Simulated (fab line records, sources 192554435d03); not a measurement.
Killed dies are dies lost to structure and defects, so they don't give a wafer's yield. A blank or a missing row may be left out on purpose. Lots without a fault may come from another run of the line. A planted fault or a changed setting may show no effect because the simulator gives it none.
Chamber matching | flow n5_finfet | N5_BEOL_M6_ETCH_65 on rie_diel-06: 4 sister chambers
The step etches SiARC in CF4, target depth 15.6 nm, time 26 s. 18 wafers are shown with their chamber, then 9 later ones without.

WAFERS WITH THEIR CHAMBER
wafer  | chamber | showerhead_plenum_p_Torr (Torr) | throttle_valve_pct (%) | oes_product_au (a.u.)
L074.1 | 1       | 2.26                            | 15.46                  | 0.73
L074.2 | 0       | 2.20                            | 15.82                  | 0.61
L074.3 | 2       | 2.13                            | 15.37                  | 0.81
L074.4 | 3       | 2.20                            | 15.45                  | 0.63
L074.5 | 0       | 2.20                            | 15.82                  | 0.61
L074.6 | 1       | 2.26                            | 15.46                  | 0.73
L075.1 | 1       | 2.26                            | 15.47                  | 0.72
L075.4 | 2       | 2.13                            | 15.34                  | 0.80
L075.6 | 1       | 2.26                            | 15.44                  | 0.73
L076.2 | 0       | 2.20                            | 15.83                  | 0.61
L076.5 | 3       | 2.20                            | 15.48                  | 0.63
L076.6 | 0       | 2.20                            | 15.83                  | 0.60
L078.1 | 1       | 2.26                            | 15.47                  | 0.72
L078.3 | 2       | 2.12                            | 15.37                  | 0.80
L078.6 | 2       | 2.12                            | 15.36                  | 0.79
L085.1 | 3       | 2.19                            | 15.50                  | 0.62
L085.3 | 0       | 2.19                            | 15.88                  | 0.59
L085.4 | 2       | 2.12                            | 15.38                  | 0.76

SIGNATURES (means of the wafers above)
reading                  | chamber 0 | chamber 1 | chamber 2 | chamber 3 | scatter within a chamber
showerhead_plenum_p_Torr | 2.1980    | 2.2600    | 2.1240    | 2.1967    | 0.00436
throttle_valve_pct       | 15.8360   | 15.4600   | 15.3640   | 15.4767   | 0.0195
oes_product_au           | 0.6040    | 0.7260    | 0.7920    | 0.6267    | 0.0119
Rule: a wafer's distance from a chamber is the root of the sum, over the readings, of the square of ((its reading less the chamber's mean) divided by the reading's scatter). The wafer belongs to the nearest chamber; if the next one is less than 2 further off, it can't be placed. The scatter: the root of (the sum of the squares of (reading less its chamber's mean) over the shown wafers, divided by (wafers less chambers)).

WAFERS WITHOUT THEIR CHAMBER
wafer  | showerhead_plenum_p_Torr (Torr) | throttle_valve_pct (%) | oes_product_au (a.u.)
L089.1 | 2.19                            | 15.88                  | 0.60
L089.4 | 2.19                            | 15.52                  | 0.61
L089.6 | 2.19                            | 15.87                  | 0.60
L094.1 | 2.24                            | 15.55                  | 0.69
L094.2 | 2.19                            | 15.56                  | 0.61
L094.5 | 2.19                            | 15.54                  | 0.60
L096.1 | 2.24                            | 15.55                  | 0.69
L096.2 | 2.19                            | 15.53                  | 0.60
L096.6 | 2.24                            | 15.54                  | 0.69

WHICH CHAMBER EACH WENT THROUGH
wafer  | from the rows above | in truth
L089.1 | 0                   | 0
L089.4 | 3                   | 3
L089.6 | 0                   | 0
L094.1 | 1                   | 1
L094.2 | 3                   | 3
L094.5 | 3                   | 3
L096.1 | 1                   | 1
L096.2 | 3                   | 3
L096.6 | 1                   | 1
Placed correctly: 9 of 9. Can't be placed from these rows: 0. Placed wrongly: 0.
